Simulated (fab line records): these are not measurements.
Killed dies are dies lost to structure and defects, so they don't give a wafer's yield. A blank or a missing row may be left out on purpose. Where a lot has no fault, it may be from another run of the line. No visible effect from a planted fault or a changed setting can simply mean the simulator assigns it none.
fab line records    flow nand-harc    part 1 of 2: steps 1 to 4 of 6
[record] lots = 21  wafers = 63  last-day = 25
route steps=1159 shown A_STAIRCASE@559
lots that met no fault: taken from a fault-free run of the same line
start-h: hours from the record's first day to the start of the lot's first wafer shown    wait-h: hours since the lot's step before    " as in the row above    L1.1+2: one row covering several wafers at once    - no value, or no start was given    * or withheld: withheld    < > ~ a bound
route shown NAME@n: NAME is a module with steps in the file, n the number in the route of the first one    usual: the fault-free wafers' mean and standard deviation    same: alike in all rows    chamber/n: place in a boat    sites: readings site by site    _std_site: their standard deviation    _edge_site: inner sites' mean taken away from outer sites' mean    radius-mm: how far each site lies from the wafer's centre    mask NAME#n: copy n    behind: the last tool/chamber to shape the wafer    hold: why the lot was held/for how many hours/how that ended    device: which transistor (n, p or np) failed to switch    end of line: the tests these same wafers got at the end of their route    step lacking rows: just its recipe    killed: dies that structure and defects cost at the first sort, which is not the same as the wafer's yield    map: per-die view of a wafer (x killed, . not killed, _ where there is no die)
set.NAME: the setting that was run; set.NAME@STEP: the one run at that earlier step    model.NAME: the simulator's own value behind a step, which no gauge read
steps of the route over a sample of lots; a table a step, a row a wafer
services: the hour from which a tool's chamber was out of use, counted from the record's first day as start-h (under 0 if before that day), plus the number of hours and why
[[steps]]
[step NHARC_A_STAIRCASE_TRIM_22]
[recipe] time-s = 211.2  o2-flow-sccm = 500  ar-flow-sccm = 0  bias-w = 0  chemistry = O2
[usual] drypump-motor-current-A = 5.8/0.41  oes-product-au = 0.994/0.011  rf-vpp-V = 57.6/0.99  showerhead-plenum-p-Torr = 3.49/0.11  throttle-valve-pct = 17.037/0.0092
lot.wafer  tool         chamber  start-h  wait-h  drypump-motor-current-A  oes-product-au  rf-hours-counter-h  rf-vpp-V  showerhead-plenum-p-Torr  throttle-valve-pct
L074.1     rie-diel-02  1        -        -       6.1                      0.978           26                  58.7      3.71                      17.051
L074.5     "            2        "        "       5.7                      0.982           -                   57.0      3.47                      17.050
L074.6     "            3        "        "       6.0                      1.002           -                   56.4      3.34                      17.029
L075.1     rie-diel-06  1        -        -       5.1                      1.000           49                  57.2      3.50                      17.040
L075.3     "            3        "        "       6.4                      0.990           60                  55.5      3.48                      17.038
L075.2     "            0        "        "       5.6                      0.984           58                  57.7      3.53                      17.050
L079.2     rie-diel-06  3        -        -       6.4                      1.008           1                   59.1      3.48                      17.024
L079.3     "            1        "        "       5.1                      1.007           1                   59.0      3.50                      17.030
L079.6     "            2        "        "       5.9                      0.998           -                   57.0      3.50                      17.034
L077.1     rie-diel-02  2        -        -       5.7                      0.989           32                  56.6      3.46                      17.036
L077.2     "            1        "        "       6.2                      0.971           34                  57.2      3.71                      17.043
L077.6     "            2        "        "       5.7                      0.993           -                   59.2      3.46                      17.049
L078.4     rie-diel-02  1        -        -       6.2                      0.971           38                  58.4      3.71                      17.019
L078.3     "            3        "        "       6.0                      1.011           43                  58.7      3.34                      17.038
L078.6     "            2        "        "       5.7                      0.999           -                   57.6      3.46                      17.039
L081.3     rie-diel-02  0        -        -       6.0                      0.991           44                  57.1      3.34                      17.045
L081.4     "            1        "        "       6.2                      0.980           41                  57.8      3.70                      17.044
L081.6     "            3        "        "       6.0                      1.007           -                   58.0      3.33                      17.030
L082.1     rie-diel-02  0        -        -       5.9                      0.997           47                  57.7      3.33                      17.027
L082.2     "            2        "        "       5.7                      0.997           44                  58.4      3.46                      17.042
L082.5     "            1        "        "       6.1                      0.987           -                   58.3      3.70                      17.012
L083.2     rie-diel-06  2        -        -       5.9                      0.995           18                  56.8      3.49                      17.026
L083.1     "            0        "        "       5.6                      0.990           18                  57.2      3.52                      17.030
L083.5     "            2        "        "       5.9                      1.000           -                   58.0      3.49                      17.037
L084.1     rie-diel-02  1        -        -       6.1                      0.978           47                  58.0      3.70                      17.043
L084.5     "            2        "        "       5.7                      0.988           -                   58.4      3.46                      17.030
L084.6     "            3        "        "       6.0                      0.999           -                   56.6      3.33                      17.036
L088.2     rie-diel-02  1        -        -       6.1                      0.975           56                  57.2      3.70                      17.034
L088.4     "            3        "        "       6.0                      1.000           65                  58.3      3.32                      17.046
L088.1     "            0        "        "       5.9                      0.999           59                  55.5      3.33                      17.029
L085.2     rie-diel-06  1        -        -       5.1                      0.984           26                  58.5      3.49                      17.024
L085.6     "            1        "        "       5.1                      0.985           -                   57.3      3.49                      17.035
L085.5     "            2        "        "       5.9                      1.001           -                   58.4      3.49                      17.031
L087.1     rie-diel-01  2        -        -       5.2                      0.998           2                   57.5      3.61                      17.052
L087.3     "            3        "        "       6.6                      0.995           2                   58.2      3.67                      17.039
L087.2     "            0        "        "       5.8                      0.993           2                   58.1      3.63                      17.025
L086.1     rie-diel-06  1        -        -       5.1                      0.993           27                  57.3      3.49                      17.029
L086.3     "            3        "        "       6.4                      1.016           17                  57.5      3.47                      17.044
L086.5     "            1        "        "       5.1                      0.994           -                   58.5      3.49                      17.042
L091.4     rie-diel-02  0        -        -       5.9                      1.003           2                   56.6      3.33                      17.035
L091.6     "            2        "        "       5.7                      0.995           -                   57.1      3.45                      17.038
L091.5     "            3        "        "       6.0                      1.015           -                   58.0      3.32                      17.020
L089.3     rie-diel-02  1        -        -       6.1                      0.981           3                   59.9      3.69                      17.037
L089.5     "            0        "        "       5.9                      0.999           -                   56.0      3.33                      17.039
L089.6     "            1        "        "       6.1                      0.986           -                   59.3      3.69                      17.032
L092.1     rie-diel-06  3        -        -       6.4                      0.992           24                  57.1      3.46                      17.011
L092.4     "            0        "        "       5.7                      0.978           35                  56.5      3.51                      17.041
L092.3     "            1        "        "       5.1                      0.985           34                  58.4      3.48                      17.031
L093.3     rie-diel-01  3        -        -       6.6                      0.992           11                  58.5      3.66                      17.043
L093.4     "            1        "        "       5.0                      1.019           10                  54.4      3.44                      17.042
L093.1     "            2        "        "       5.2                      1.016           11                  58.2      3.60                      17.039
L094.1     rie-diel-01  1        -        -       5.0                      1.017           11                  58.0      3.44                      17.041
L094.3     "            2        "        "       5.2                      1.022           11                  57.8      3.60                      17.020
L094.6     "            1        "        "       5.0                      1.024           -                   56.7      3.44                      17.028
L096.3     rie-diel-06  1        -        -       5.1                      0.977           44                  57.1      3.48                      17.023
L096.1     "            2        "        "       5.9                      0.990           46                  57.6      3.48                      17.024
L096.2     "            3        "        "       6.4                      0.994           36                  59.1      3.46                      17.053
L095.3     rie-diel-02  3        -        -       6.0                      1.013           13                  55.9      3.32                      17.025
L095.6     "            2        "        "       5.7                      0.997           -                   56.9      3.44                      17.037
L095.5     "            3        "        "       6.0                      1.007           -                   57.1      3.32                      17.041
L097.3     rie-diel-02  3        -        -       6.0                      1.003           15                  58.0      3.32                      17.047
L097.1     "            0        "        "       6.0                      0.993           11                  57.3      3.32                      17.032
L097.4     "            2        "        "       5.7                      0.987           -                   58.2      3.44                      17.048
[step NHARC_A_STAIRCASE_TRIM_26]
[recipe] time-s = 211.2  o2-flow-sccm = 500  ar-flow-sccm = 0  bias-w = 0  chemistry = O2
[usual] drypump-motor-current-A = 5.8/0.41  oes-product-au = 0.994/0.012  rf-vpp-V = 57.7/0.89  showerhead-plenum-p-Torr = 3.49/0.12  throttle-valve-pct = 17.037/0.0091
lot.wafer  tool         chamber  start-h  wait-h  drypump-motor-current-A  oes-product-au  rf-hours-counter-h  rf-vpp-V  showerhead-plenum-p-Torr  throttle-valve-pct
L074.1     rie-diel-02  1        -        -       6.1                      0.974           27                  58.2      3.71                      17.039
L074.5     "            3        "        "       6.0                      1.006           -                   58.2      3.34                      17.049
L074.6     "            0        "        "       6.0                      0.987           -                   55.7      3.34                      17.029
L075.1     rie-diel-06  2        -        -       5.9                      0.992           52                  56.3      3.50                      17.031
L075.2     "            3        "        "       6.4                      0.982           60                  58.7      3.48                      17.028
L075.3     "            1        "        "       5.1                      0.987           49                  57.8      3.50                      17.033
L079.3     rie-diel-06  1        -        -       5.1                      0.990           1                   58.0      3.50                      17.034
L079.2     "            2        "        "       5.8                      0.987           1                   58.8      3.50                      17.032
L079.6     "            1        "        "       5.1                      0.988           -                   57.8      3.50                      17.042
L077.1     rie-diel-02  1        -        -       6.2                      0.967           34                  57.6      3.71                      17.050
L077.2     "            2        "        "       5.7                      0.991           33                  57.9      3.46                      17.027
L077.6     "            2        "        "       5.7                      0.984           -                   59.1      3.46                      17.029
L078.4     rie-diel-02  1        -        -       6.1                      0.961           38                  56.8      3.71                      17.025
L078.3     "            2        "        "       5.7                      0.988           38                  58.1      3.46                      17.038
L078.6     "            2        "        "       5.7                      0.985           -                   57.2      3.46                      17.032
L081.3     rie-diel-02  2        -        -       5.7                      0.984           42                  58.9      3.46                      17.043
L081.4     "            3        "        "       6.0                      1.015           47                  59.4      3.33                      17.031
L081.6     "            1        "        "       6.1                      0.987           -                   58.1      3.70                      17.051
L082.2     rie-diel-02  2        -        -       5.7                      0.984           45                  56.8      3.46                      17.031
L082.1     "            3        "        "       6.0                      1.003           50                  57.7      3.33                      17.045
L082.5     "            2        "        "       5.7                      0.982           -                   57.0      3.46                      17.032
L083.1     rie-diel-06  0        -        -       5.6                      0.993           18                  58.1      3.52                      17.036
L083.2     "            1        "        "       5.1                      0.988           17                  56.5      3.49                      17.037
L083.5     "            1        "        "       5.1                      0.991           -                   58.3      3.49                      17.038
L084.1     rie-diel-02  0        -        -       5.9                      0.990           50                  57.3      3.33                      17.043
L084.5     "            3        "        "       6.0                      0.996           -                   57.6      3.33                      17.034
L084.6     "            0        "        "       5.9                      0.986           -                   56.8      3.33                      17.042
L088.4     rie-diel-02  1        -        -       6.1                      0.966           56                  57.0      3.70                      17.023
L088.1     "            2        "        "       5.7                      0.988           60                  58.1      3.45                      17.028
L088.2     "            0        "        "       5.9                      0.990           59                  56.9      3.33                      17.052
L085.2     rie-diel-06  0        -        -       5.7                      0.995           27                  58.2      3.51                      17.044
L085.6     "            2        "        "       5.9                      0.990           -                   56.4      3.49                      17.042
L085.5     "            3        "        "       6.4                      1.003           -                   58.8      3.47                      17.038
L087.3     rie-diel-01  1        -        -       5.0                      1.034           2                   56.8      3.45                      17.033
L087.2     "            2        "        "       5.2                      1.018           2                   58.0      3.61                      17.046
L087.1     "            3        "        "       6.6                      1.000           2                   59.0      3.67                      17.050
L086.3     rie-diel-06  2        -        -       5.9                      0.994           30                  57.2      3.48                      17.036
L086.1     "            3        "        "       6.4                      1.000           17                  59.4      3.47                      17.041
L086.5     "            2        "        "       5.9                      0.995           -                   59.0      3.49                      17.036
L091.4     rie-diel-02  0        -        -       6.0                      0.996           2                   57.4      3.33                      17.038
L091.6     "            0        "        "       6.0                      0.989           -                   58.7      3.33                      17.031
L091.5     "            1        "        "       6.1                      0.991           -                   58.6      3.69                      17.043
L089.3     rie-diel-02  2        -        -       5.7                      0.997           3                   56.5      3.45                      17.036
L089.6     "            0        "        "       5.9                      0.999           -                   56.6      3.33                      17.045
L089.5     "            1        "        "       6.1                      0.996           -                   59.3      3.69                      17.043
L092.3     rie-diel-06  2        -        -       5.9                      0.998           37                  57.7      3.48                      17.037
L092.4     "            3        "        "       6.4                      0.997           25                  57.4      3.46                      17.027
L092.1     "            0        "        "       5.6                      0.995           36                  57.3      3.51                      17.031
L093.4     rie-diel-01  0        -        -       5.9                      0.998           12                  58.4      3.63                      17.033
L093.3     "            2        "        "       5.2                      1.020           11                  57.6      3.60                      17.027
L093.1     "            3        "        "       6.6                      0.997           12                  59.0      3.66                      17.035
L094.1     rie-diel-01  1        -        -       5.0                      1.027           12                  56.6      3.44                      17.052
L094.3     "            0        "        "       5.9                      0.993           12                  58.0      3.63                      17.037
L094.6     "            1        "        "       5.0                      1.016           -                   59.2      3.44                      17.039
L096.2     rie-diel-06  3        -        -       6.4                      1.004           36                  58.3      3.46                      17.051
L096.3     "            1        "        "       5.1                      0.983           44                  57.8      3.48                      17.026
L096.1     "            2        "        "       5.9                      1.010           46                  57.2      3.48                      17.047
L095.3     rie-diel-02  1        -        -       6.2                      0.987           14                  57.0      3.69                      17.031
L095.5     "            2        "        "       5.7                      0.991           -                   55.1      3.44                      17.010
L095.6     "            3        "        "       6.0                      1.000           -                   56.8      3.32                      17.050
L097.3     rie-diel-02  2        -        -       5.7                      0.987           15                  58.6      3.44                      17.041
L097.1     "            3        "        "       6.0                      0.996           15                  57.2      3.32                      17.049
L097.4     "            2        "        "       5.7                      0.993           -                   58.0      3.44                      17.053
[step NHARC_A_STAIRCASE_TRIM_202]
[recipe] time-s = 211.2  o2-flow-sccm = 500  ar-flow-sccm = 0  bias-w = 0  chemistry = O2
[usual] drypump-motor-current-A = 5.8/0.48  oes-product-au = 0.995/0.013  rf-vpp-V = 57.6/0.94  showerhead-plenum-p-Torr = 3.51/0.11  throttle-valve-pct = 17.037/0.0089
lot.wafer  tool         chamber  start-h  wait-h  drypump-motor-current-A  oes-product-au  rf-hours-counter-h  rf-vpp-V  showerhead-plenum-p-Torr  throttle-valve-pct
L074.1     rie-diel-02  3        -        -       6.0                      0.997           32                  58.4      3.34                      17.024
L074.5     "            0        "        "       6.0                      0.993           -                   56.8      3.34                      17.045
L074.6     "            1        "        "       6.1                      0.977           -                   58.5      3.71                      17.046
L075.1     rie-diel-01  2        -        -       5.2                      1.003           39                  57.2      3.63                      17.025
L075.3     "            3        "        "       6.6                      1.008           41                  58.5      3.69                      17.038
L075.2     "            0        "        "       5.8                      0.992           41                  59.3      3.65                      17.056
L079.3     rie-diel-02  1        -        -       6.1                      0.976           36                  58.1      3.71                      17.048
L079.2     "            0        "        "       6.0                      0.993           39                  57.8      3.34                      17.034
L079.6     "            2        "        "       5.7                      0.991           -                   56.9      3.46                      17.045
L077.1     rie-diel-01  0        -        -       5.9                      0.988           49                  58.7      3.64                      17.037
L077.2     "            1        "        "       5.0                      1.009           49                  57.4      3.46                      17.031
L077.6     "            3        "        "       6.6                      0.991           -                   57.6      3.68                      17.041
L078.3     rie-diel-02  2        -        -       5.7                      0.999           40                  58.0      3.46                      17.048
L078.4     "            0        "        "       6.0                      0.998           43                  57.9      3.34                      17.026
L078.6     "            3        "        "       6.0                      1.000           -                   56.7      3.34                      17.034
L081.4     rie-diel-02  1        -        -       6.2                      0.976           42                  58.6      3.70                      17.044
L081.3     "            2        "        "       5.7                      0.985           43                  56.6      3.46                      17.043
L081.6     "            0        "        "       6.0                      0.990           -                   58.0      3.33                      17.045
L082.2     rie-diel-02  3        -        -       6.0                      1.011           52                  57.6      3.33                      17.025
L082.1     "            0        "        "       5.9                      0.998           49                  57.4      3.33                      17.045
L082.5     "            3        "        "       6.0                      1.013           -                   56.8      3.33                      17.032
L083.1     rie-diel-01  3        -        -       6.6                      1.002           62                  59.5      3.67                      17.038
L083.2     "            1        "        "       5.0                      1.015           63                  55.2      3.45                      17.038
L083.5     "            3        "        "       6.6                      1.002           -                   59.0      3.67                      17.025
L084.1     rie-diel-02  0        -        -       6.0                      0.992           53                  56.3      3.33                      17.031
L084.6     "            2        "        "       5.7                      0.987           -                   56.7      3.45                      17.043
L084.5     "            3        "        "       6.0                      0.995           -                   56.2      3.33                      17.034
L088.1     rie-diel-06  1        -        -       5.1                      0.990           28                  58.9      3.49                      17.050
L088.2     "            2        "        "       5.9                      0.987           30                  57.2      3.49                      17.042
L088.4     "            3        "        "       6.4                      0.994           18                  57.9      3.47                      17.022
L085.2     rie-diel-01  2        -        -       5.2                      1.015           3                   57.6      3.61                      17.050
L085.6     "            2        "        "       5.2                      1.027           -                   57.2      3.61                      17.040
L085.5     "            3        "        "       6.6                      1.006           -                   58.0      3.67                      17.031
L087.3     rie-diel-06  2        -        -       5.9                      0.993           31                  57.9      3.48                      17.039
L087.2     "            0        "        "       5.6                      0.983           31                  57.5      3.51                      17.045
L087.1     "            1        "        "       5.1                      0.985           29                  58.1      3.48                      17.030
L086.1     rie-diel-01  2        -        -       5.2                      1.005           5                   57.9      3.61                      17.047
L086.3     "            0        "        "       5.8                      0.990           5                   56.9      3.63                      17.042
L086.5     "            1        "        "       5.0                      1.023           -                   59.3      3.44                      17.035
L091.4     rie-diel-06  2        -        -       5.9                      1.004           37                  58.9      3.48                      17.036
L091.5     "            1        "        "       5.1                      0.982           -                   57.9      3.48                      17.033
L091.6     "            2        "        "       5.9                      0.996           -                   56.9      3.48                      17.043
L092.1     rie-diel-06  2        -        -       5.9                      1.004           40                  58.5      3.48                      17.035
L092.3     "            3        "        "       6.4                      0.997           28                  57.5      3.46                      17.039
L092.4     "            0        "        "       5.6                      0.994           39                  57.1      3.51                      17.028
L089.3     rie-diel-02  1        -        -       6.1                      0.975           7                   57.8      3.69                      17.049
L089.6     "            1        "        "       6.1                      0.974           -                   58.6      3.69                      17.037
L089.5     "            3        "        "       6.0                      0.994           -                   57.8      3.32                      17.036
L093.1     rie-diel-06  0        -        -       5.7                      0.979           41                  58.2      3.50                      17.028
L093.3     "            1        "        "       5.1                      0.966           39                  58.7      3.48                      17.046
L093.4     "            2        "        "       5.9                      0.992           42                  57.4      3.48                      17.027
L094.3     rie-diel-06  3        -        -       6.4                      0.994           31                  58.1      3.46                      17.042
L094.1     "            2        "        "       5.9                      1.012           42                  56.9      3.48                      17.045
L094.6     "            3        "        "       6.3                      1.009           -                   57.0      3.46                      17.047
L096.2     rie-diel-06  1        -        -       5.1                      0.988           46                  58.4      3.48                      17.040
L096.1     "            3        "        "       6.4                      1.003           39                  57.5      3.46                      17.029
L096.3     "            0        "        "       5.6                      0.984           49                  58.4      3.50                      17.049
L095.3     rie-diel-06  3        370.46   -       6.3                      1.008           39                  57.6      3.46                      17.028
L095.6     "            0        "        "       5.6                      0.987           -                   57.4      3.50                      17.039
L095.5     "            1        "        "       5.1                      0.998           -                   59.6      3.48                      17.042
L097.1     rie-diel-06  0        -        -       5.7                      0.973           53                  57.3      3.50                      17.045
L097.3     "            1        "        "       5.1                      0.973           50                  56.6      3.47                      17.048
L097.4     "            2        "        "       5.9                      0.996           53                  58.0      3.47                      17.050
[step NHARC_A_STAIRCASE_ETCH_227]
[recipe] target-depth-a = 1000  time-s = 40.5  ion-energy-ev = 400  c4f8-flow-sccm = 20  o2-flow-sccm = 10  ar-flow-sccm = withheld  rf-w = 600  bias-w = 1000  chemistry = C4F8/O2
[usual] oes-product-au = 0.937/0.013  rf-vpp-V = 896/4.8
lot.wafer  tool         chamber  start-h  wait-h  oes-product-au  rf-hours-counter-h  rf-vpp-V
L074.1     rie-diel-02  0        -        -       0.927           33                  889
L074.5     "            1        "        "       0.914           -                   904
L074.6     "            2        "        "       0.938           -                   893
L075.1     rie-diel-01  0        -        -       0.929           42                  901
L075.2     "            1        "        "       0.948           41                  894
L075.3     "            2        "        "       0.946           41                  899
L079.2     rie-diel-06  2        -        -       0.919           7                   894
L079.3     "            1        "        "       0.937           5                   895
L079.6     "            1        "        "       0.930           -                   894
L077.2     rie-diel-06  1        -        -       0.932           5                   896
L077.1     "            2        "        "       0.932           7                   894
L077.6     "            0        "        "       0.919           -                   896
L078.3     rie-diel-01  3        -        -       0.944           53                  900
L078.4     "            2        "        "       0.940           54                  899
L078.6     "            0        "        "       0.926           -                   900
L081.3     rie-diel-02  3        -        -       0.951           49                  890
L081.4     "            0        "        "       0.929           46                  889
L081.6     "            2        "        "       0.933           -                   893
L082.2     rie-diel-02  2        -        -       0.939           47                  893
L082.1     "            3        "        "       0.962           52                  888
L082.5     "            3        "        "       0.965           -                   889
L083.1     rie-diel-06  2        -        -       0.926           21                  894
L083.2     "            0        "        "       0.912           21                  895
L083.5     "            2        "        "       0.922           -                   894
L084.1     rie-diel-01  3        -        -       0.939           66                  900
L084.5     "            3        "        "       0.949           -                   900
L084.6     "            0        "        "       0.931           -                   899
L088.4     rie-diel-01  2        -        -       0.947           4                   899
L088.1     "            3        "        "       0.936           4                   902
L088.2     "            0        "        "       0.946           4                   901
L085.2     rie-diel-01  1        -        -       0.941           5                   893
L085.5     "            0        "        "       0.934           -                   900
L085.6     "            1        "        "       0.948           -                   893
L087.2     rie-diel-01  3        -        -       0.951           6                   898
L087.1     "            0        "        "       0.940           6                   900
L087.3     "            1        "        "       0.953           6                   893
L086.1     rie-diel-02  3        -        -       0.947           1                   888
L086.3     "            1        "        "       0.936           1                   903
L086.5     "            2        "        "       0.932           -                   894
L091.4     rie-diel-01  3        -        -       0.923           11                  901
L091.5     "            3        "        "       0.922           -                   902
L091.6     "            0        "        "       0.924           -                   902
L092.1     rie-diel-02  3        -        -       0.946           8                   889
L092.3     "            1        "        "       0.928           8                   902
L092.4     "            2        "        "       0.928           -                   895
L089.3     rie-diel-01  1        -        -       0.947           13                  892
L089.5     "            1        "        "       0.949           -                   894
L089.6     "            2        "        "       0.956           -                   898
L093.3     rie-diel-02  0        -        -       0.917           6                   887
L093.1     "            2        "        "       0.939           9                   893
L093.4     "            3        "        "       0.938           9                   889
L094.3     rie-diel-01  0        -        -       0.946           16                  900
L094.1     "            2        "        "       0.955           15                  897
L094.6     "            0        "        "       0.953           -                   900
L096.3     rie-diel-01  1        -        -       0.965           21                  893
L096.1     "            2        "        "       0.961           20                  898
L096.2     "            3        "        "       0.935           22                  900
L095.3     rie-diel-06  3        -        -       0.932           41                  893
L095.5     "            3        "        "       0.954           -                   893
L095.6     "            0        "        "       0.933           -                   894
L097.1     rie-diel-02  3        -        -       0.941           17                  887
L097.3     "            3        "        "       0.938           -                   888
L097.4     "            0        "        "       0.939           -                   888
